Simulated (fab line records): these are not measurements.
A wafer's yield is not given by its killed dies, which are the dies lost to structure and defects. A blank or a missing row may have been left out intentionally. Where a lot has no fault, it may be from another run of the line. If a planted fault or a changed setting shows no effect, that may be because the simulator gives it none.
Chamber matching	flow nand-harc	NHARC_A_ZERO_WELL_DESCUM_12 on rie-diel-10 has 4 sister chambers
The step chemistry O2, time 3 s. 4 wafers are shown with their chamber, then 12 later ones without.

== WAFERS PAIRED WITH THEIR CHAMBERS ==
wafer	chamber	showerhead-plenum-p-Torr (Torr)
L086.3	1	2.04
L091.1	0	1.83
L091.2	2	2.05
L091.5	3	1.99

== WAFERS WITH NO CHAMBER GIVEN ==
wafer	showerhead-plenum-p-Torr (Torr)
L090.2	2.05
L090.4	2.00
L090.6	1.83
L090.1	2.04
L090.3	1.83
L090.5	1.99
L093.2	1.99
L093.4	1.83
L093.5	1.83
L097.1	1.99
L097.2	1.83
L097.5	1.83

== EACH ONE'S CHAMBER ==
wafer	from the rows above	in truth
L090.2	2	2
L090.4	3	3
L090.6	0	0
L090.1	1	1
L090.3	0	0
L090.5	3	3
L093.2	3	3
L093.4	0	0
L093.5	0	0
L097.1	3	3
L097.2	0	0
L097.5	0	0
Correctly placed: 12 of 12. Can't be placed from these rows: 0. 0 placed wrongly.
How it was worked out, from the rows above alone: a wafer's distance from a chamber is the root of the sum, over the readings, of the square of ((its reading less the chamber's mean) divided by the reading's scatter). If the next closest chamber is less than 2 further off than the closest, the wafer can't be placed; otherwise it belongs to the closest. For every chamber, the mean is computed from those of its wafers that are shown. The scatter (one wafer shown for each chamber): square how far every hidden wafer sits from the nearest shown wafer, average those squares and take the square root.
